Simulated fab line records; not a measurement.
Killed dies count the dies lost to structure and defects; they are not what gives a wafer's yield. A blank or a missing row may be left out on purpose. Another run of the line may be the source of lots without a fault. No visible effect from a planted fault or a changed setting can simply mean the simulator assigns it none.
A lot that was struck, set against a sound lot ; flow n5_finfet ; 36 out of 1938 route steps
Sound: these wafers, L474.1, L474.2, L474.5. The struck wafers were L479.2, L479.5, L479.6. At the end, the cause is stated.
Per side, at each step with rows, come the tool, then ch with its chambers, and then its first start. Under that, the readings that differ: sound wafers ; struck wafers ; difference of the means ; sigmas: that difference in standard deviations of wafers without a fault.
alike: a reading whose means differ by less than 2 such deviations, as well as words and numbers matching on both sides. not compared: withheld readings; readings where some wafer has no value; bounds like >300 that might hide an equal value; numbers whose values overlap and for which the record gives no deviation.
Wherever a step has rows on one side only, a row that says differs or no value, or a row with sigmas, the two part there. When numbers do not overlap yet have no deviation, they are printed without sigmas and do not part them. A reading that every wafer of one side lacks parts them only if that side has two wafers or more.

first, 11 steps without rows for these wafers: N5_BEOL_M15_DESCUM_33 (chemistry O2, time 7.9 s); N5_BEOL_M15_ETCH_61 (etches BARC in N2/H2, target depth 89 nm, overetch 26.7 nm, time 67.9 s); N5_BEOL_M15_TRENCH_ETCH_34 (etches SiO2 in C4F8/O2/Ar, target depth 872.93 nm, time 199 s); N5_BEOL_M15_STRIP_36 (strips in O2); N5_BEOL_M15_STRIP_62 (strips in O2); N5_BEOL_M15_STRIP_37 (strips in O2); N5_BEOL_M15_ETCH_38 (etches SiCN in CF4/N2, target depth 106.4 nm, time 120.5 s); N5_BEOL_M15_PRECLEAN_39 (cleans in residue remover, time 60 s); N5_BEOL_M15_SRD_40 (time 30 s, dry time 30 s); N5_BEOL_M15_DEGAS_41 (time 60 s); N5_BEOL_M15_PRE_CLEAN_42 (time 30 s).
N5_BEOL_M15_SPUTTER_43: material TaN, target thk 15 nm, time 24.19 s.
  sound on pvd_sputter-03 at day 16 09:14; struck on pvd_sputter-03 at day 17 14:58
  alike: throttle_valve_pct
then, 23 steps without rows for these wafers: N5_BEOL_M15_SPUTTER_44 (material Ta, target thk 15 nm, time 24.19 s); N5_BEOL_M15_SPUTTER_45 (material Cu, target thk 100 nm, time 16.67 s); N5_BEOL_M15_ECD_47 (material Cu, target thk 1860 nm); N5_BEOL_M15_ANNEAL_48 (time 90 s); N5_BEOL_M15_CMP_49 (polishes, stops on SiO2, t overpolish 4.9 s, target thk 850 nm); N5_BEOL_M15_PRE_CLEAN_52 (time 15 s); N5_BEOL_M15_DEP_53 (deposits SiCN from 3MS/NH3, target thk 50 nm, time 17.8 s); N5_PASSIVATION_PECVD_00 (deposits SiO2 from SiH4/N2O, target thk 200 nm, time 11.2 s); N5_MIM_BOT_DEGAS_01 (time 60 s); N5_MIM_BOT_SPUTTER_00 (material TiN, target thk 35 nm, time 89.7 s); N5_MIM_TOP_ALD_00 (deposits Al2O3, purge time 3 s, co reactant pulse time 3 s); N5_MIM_TOP_ALD_01 (deposits HfO2, target thk 5.6 nm, pulse time 1 s, purge time 3 s); N5_MIM_TOP_ALD_02 (deposits Al2O3, purge time 3 s, co reactant pulse time 3 s); N5_MIM_TOP_DEGAS_04 (time 60 s); N5_MIM_TOP_SPUTTER_03 (material TiN, target thk 35 nm, time 89.7 s); N5_MIM_TOP_LITHO_HMDS_01 (time 60 s); N5_MIM_TOP_LITHO_COAT_02; N5_MIM_TOP_LITHO_EBR_04; N5_MIM_TOP_LITHO_SOFTBAKE_03 (time 90 s); N5_MIM_TOP_LITHO_EXPOSE_05 (exposes mask MIM TOP, target cd 2000 nm); N5_MIM_TOP_LITHO_PEB_06; N5_MIM_TOP_LITHO_DEVELOP_07 (develop time 60 s); N5_MIM_TOP_LITHO_HARDBAKE_09 (time 120 s).
-- the record jumps here: 3 days lie between the struck wafers' starts before and after (it left off in module MIM_TOP_LITHO and takes up again in module PASSIVATION, whose first step shown is number 1936 of the route) --
N5_PASSIVATION_PROBE_49:
  sound on prober-01 at day 17 05:15; struck on prober-02 at day 20 08:26
reading;sound;struck;difference;sigmas
defect_limited_yield (%);90.3 90.3 88.9;80.7 82.1 80.7;-8.7;-6
killed_at_M4_up;16 9 19;144 124 142;+122;+22
killed_dies;114 114 131;228 211 228;+103;+6
killed_on_rim;12 14 10;34 28 30;+19;+4
sort_bin_4_leakage (%);0 0 1.27;0 0 0;+0;-4
sort_bin_5_function (%);5.7 6.7 7.0;11.3 11.0 12.0;+5.0;+6
sort_n_pass;1066 1066 1034;952 969 952;-98;-5
sort_yield_pct (%);90.3 90.3 87.6;80.7 82.1 80.7;-8.2;-5
  alike: killed_at_M0_to_M3, killed_at_contacts, killed_at_front_end, killed_at_other, killed_open, killed_short, sort_bin_6_memory, sort_bin_8_speed

## WHERE THEY PART
At N5_PASSIVATION_PROBE_49 and nowhere else, as far as this record goes.

WHY: whatever the simulator had introduced
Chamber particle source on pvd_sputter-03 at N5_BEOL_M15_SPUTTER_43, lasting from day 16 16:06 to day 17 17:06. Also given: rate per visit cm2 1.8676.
